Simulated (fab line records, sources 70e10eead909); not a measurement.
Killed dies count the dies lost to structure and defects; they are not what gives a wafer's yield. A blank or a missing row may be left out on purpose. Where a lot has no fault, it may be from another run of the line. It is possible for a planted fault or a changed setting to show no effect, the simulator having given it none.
Which of the tools did it? ; flow nand-harc ; Sampling: 12 lots, 36 wafers, 4 of 1302 route steps

WHAT EACH GAUGE READ, for each wafer
NHARC_P_GATE_CD_MEAS_33.
lot;measured;on;cd-nm (nm)
L075;day 5 10:51;cd-sem-02;118 121 125
L077;day 6 20:21;cd-sem-03;123 122 122
L079;day 7 10:47;cd-sem-01;122 117 120
L081;day 8 09:39;cd-sem-02;128 118 120
L083;day 9 05:11;cd-sem-01;116 117 118
L085;day 9 20:35;cd-sem-02;118 120 122
L087;day 10 07:09;cd-sem-02;118 122 120
L089;day 11 10:48;cd-sem-01;120 123 115
L091;day 12 08:46;cd-sem-03;123 125 119
L093;day 12 21:47;cd-sem-02;119 119 126
L095;day 13 17:29;cd-sem-02;118 122 120
L097;day 14 12:53;cd-sem-03;118 122 126

WHAT TOOL EACH LOT RAN ON (gives the tool, then ch and the chambers of the sampled wafers, and finally the start)
lot;NHARC_P_ZERO_WELL_ETCH_63;NHARC_P_ZERO_WELL_DESCUM_39;NHARC_P_GATE_DESCUM_13
L075;rie-si-03 ch 0,1,3, day 2 07:49;rie-diel-12 ch 0,3, day 2 10:23;rie-diel-08 ch 0,1,2, day 4 20:14
L077;rie-si-02 ch 0,1,3, day 3 03:53;rie-diel-02 ch 0,3, day 3 08:00;rie-diel-11 ch 2,3, day 5 19:43
L079;rie-si-03 ch 0,1,2, day 3 23:48;rie-diel-02 ch 2,3, day 4 02:31;rie-diel-06 ch 0,1,3, day 6 19:54
L081;rie-si-02 ch 0,1,3, day 4 19:44;rie-diel-09 ch 0,1,3, day 4 22:29;rie-diel-06 ch 0,1,3, day 7 13:14
L083;rie-si-03 ch 2,3, day 5 15:39;rie-diel-09 ch 1,3, day 5 18:17;rie-diel-08 ch 0,2, day 8 10:36
L085;rie-si-02 ch 0,1,2, day 6 11:40;rie-diel-09 ch 0,2, day 6 14:29;rie-diel-06 ch 1,3, day 9 01:29
L087;rie-si-05 ch 0,2,3, day 7 08:53;rie-diel-02 ch 0,1,3, day 7 11:23;rie-diel-11 ch 1,2,3, day 9 16:29
L089;rie-si-05 ch 1,2,3, day 8 03:41;rie-diel-09 ch 0,1,3, day 8 06:25;rie-diel-11 ch 0,1,3, day 10 16:34
L091;rie-si-05 ch 0,1,2, day 8 23:34;rie-diel-02 ch 1,2, day 9 02:02;rie-diel-08 ch 0,2,3, day 11 17:23
L093;rie-si-05 ch 0,1,3, day 9 19:41;rie-diel-02 ch 0,2,3, day 9 22:25;rie-diel-08 ch 0,1,2, day 12 05:43
L095;rie-si-03 ch 0,1,3, day 10 15:53;rie-diel-02 ch 0,1,2, day 10 18:36;rie-diel-11 ch 0,1,2, day 13 02:26
L097;rie-si-05 ch 0,1, day 11 11:54;rie-diel-02 ch 0,1, day 11 14:38;rie-diel-08 ch 0,1, day 13 21:49
- NHARC_P_ZERO_WELL_ETCH_63: etches the open film in HBr/Cl2, target depth 120 nm, time 40.1 s.
- NHARC_P_ZERO_WELL_DESCUM_39: chemistry O2, time 3 s.
- NHARC_P_GATE_DESCUM_13: chemistry O2, time 3 s.

THE ANSWER, worked out from the rows above alone
Rule: what is usual is taken from the lots themselves. The widest of any qualifying gaps counts: lots, ordered by their means at a reading, are off when they make up no more than a third of the lots, leave a main group of 4 or more, and stand apart from it by 3 or more times the standard deviation of that group's means. Not used: any main group whose means are identical at the precision the tables above print for the reading. Also off: a lot with no number at a reading for which 4 or more lots have one. All remaining lots with rows at the step are treated as sound.
No lot is off at any reading shown: from this, nothing can be told.

WHAT THE SIMULATOR HAD PUT IN
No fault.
